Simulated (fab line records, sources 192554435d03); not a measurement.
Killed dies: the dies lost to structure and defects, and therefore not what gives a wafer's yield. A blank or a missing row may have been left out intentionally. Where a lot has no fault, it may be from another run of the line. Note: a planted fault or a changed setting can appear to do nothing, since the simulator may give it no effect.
Which of the tools did it? / flow n5_finfet / 33 wafers from 11 lots sampled at 3 of the route's 1938 steps

WHAT EACH GAUGE READ, for each wafer
N5_PASSIVATION_CD_MEAS_30: the cd target is 4000 nm.
lot=L335; measured=day 11 23:14; on=cd_sem-03; cd_nm (nm)=4000.0 3999.9 3997.7
lot=L336; measured=day 13 02:45; on=cd_sem-02; cd_nm (nm)=4000.0 3998.3 3996.9
lot=L337; measured=day 13 04:04; on=cd_sem-03; cd_nm (nm)=4000.3 4002.9 4004.1
lot=L341; measured=day 14 20:46; on=cd_sem-01; cd_nm (nm)=3976.0 3978.2 3977.5
lot=L344; measured=day 15 14:45; on=cd_sem-01; cd_nm (nm)=4002.1 4001.6 3997.7
lot=L349; measured=day 16 23:40; on=cd_sem-03; cd_nm (nm)=3997.3 3997.5 4000.5
lot=L351; measured=day 17 08:47; on=cd_sem-02; cd_nm (nm)=4000.1 4001.0 4001.1
lot=L352; measured=day 17 15:25; on=cd_sem-03; cd_nm (nm)=3997.8 4000.0 4002.3
lot=L357; measured=day 18 11:19; on=cd_sem-03; cd_nm (nm)=3998.2 4001.1 4001.4
lot=L353; measured=day 18 20:13; on=cd_sem-01; cd_nm (nm)=3998.8 4001.0 4000.1
lot=L356; measured=day 18 22:28; on=cd_sem-01; cd_nm (nm)=4001.6 4003.4 3998.5

TOOL THAT RAN EACH LOT (tool first, then ch and the chambers of the sampled wafers, then the start)
lot=L335; N5_PASSIVATION_PECVD_55=pecvd-04 ch 1,2, day 11 20:42; N5_PASSIVATION_EXPOSE_27=krf_scanner-02 ch 0, day 11 23:04
lot=L336; N5_PASSIVATION_PECVD_55=pecvd-01 ch 1,2, day 12 17:25; N5_PASSIVATION_EXPOSE_27=krf_scanner-02 ch 0, day 13 02:34
lot=L337; N5_PASSIVATION_PECVD_55=pecvd-02 ch 0,2, day 12 21:56; N5_PASSIVATION_EXPOSE_27=krf_scanner-01 ch 0, day 13 03:54
lot=L341; N5_PASSIVATION_PECVD_55=pecvd-04 ch 0,1,2, day 14 13:03; N5_PASSIVATION_EXPOSE_27=krf_scanner-02 ch 0, day 14 20:35
lot=L344; N5_PASSIVATION_PECVD_55=pecvd-02 ch 0,1,2, day 15 10:03; N5_PASSIVATION_EXPOSE_27=krf_scanner-01 ch 0, day 15 14:35
lot=L349; N5_PASSIVATION_PECVD_55=pecvd-02 ch 0,2, day 16 20:34; N5_PASSIVATION_EXPOSE_27=krf_scanner-01 ch 0, day 16 23:29
lot=L351; N5_PASSIVATION_PECVD_55=pecvd-02 ch 0,2, day 17 06:23; N5_PASSIVATION_EXPOSE_27=krf_scanner-01 ch 0, day 17 08:37
lot=L352; N5_PASSIVATION_PECVD_55=pecvd-02 ch 0,2, day 17 10:17; N5_PASSIVATION_EXPOSE_27=krf_scanner-01 ch 0, day 17 15:14
lot=L357; N5_PASSIVATION_PECVD_55=pecvd-04 ch 0,1,2, day 18 08:43; N5_PASSIVATION_EXPOSE_27=krf_scanner-01 ch 0, day 18 11:08
lot=L353; N5_PASSIVATION_PECVD_55=pecvd-04 ch 0,1,2, day 18 16:48; N5_PASSIVATION_EXPOSE_27=krf_scanner-01 ch 0, day 18 20:02
lot=L356; N5_PASSIVATION_PECVD_55=pecvd-02 ch 0,1,2, day 18 18:24; N5_PASSIVATION_EXPOSE_27=krf_scanner-01 ch 0, day 18 22:17
- N5_PASSIVATION_PECVD_55: deposits SiO2 from SiH4/N2O, target thk 400 nm, time 22.5 s.
- N5_PASSIVATION_EXPOSE_27: exposes mask PAD, defocus 0 nm.

THE ANSWER, worked out from the rows above alone
Rule: the usual values come from the lots themselves. Put in order of their means at a reading, lots are off if they are a third of the lots or fewer, leave a main group of 4 or more, and stand apart from it by a gap of 3 or more times the standard deviation of the main group's means; of several such gaps the widest counts. A main group whose means are all the same, to the digits that the tables above print for the reading, isn't used. Also off: a lot with no number at a reading for which 4 or more lots have one. All remaining lots with rows at the step are treated as sound.
Off: L341 (N5_PASSIVATION_CD_MEAS_30, cd_nm). The main group: mean 4000.1 nm, standard deviation 1.2.
If a tool, at a process step before that reading, ran all the lots that are off and no sound lot after the first of them, it fits. The gauges at N5_PASSIVATION_CD_MEAS_30 are tried like those tools. One candidate fits, namely krf_scanner-02 at N5_PASSIVATION_EXPOSE_27. Its last sound lot is L336 (day 13 02:34), its first lot that is off L341 (day 14 20:35): a fault that began between those two fits.

WHAT HAD BEEN PUT IN BY THE SIMULATOR
Drift in process parameters on krf_scanner-02 at N5_PASSIVATION_EXPOSE_27, starting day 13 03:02. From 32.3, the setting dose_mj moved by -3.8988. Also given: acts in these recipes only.
Shown lots that were struck: L341. The rule above reached the same finding.
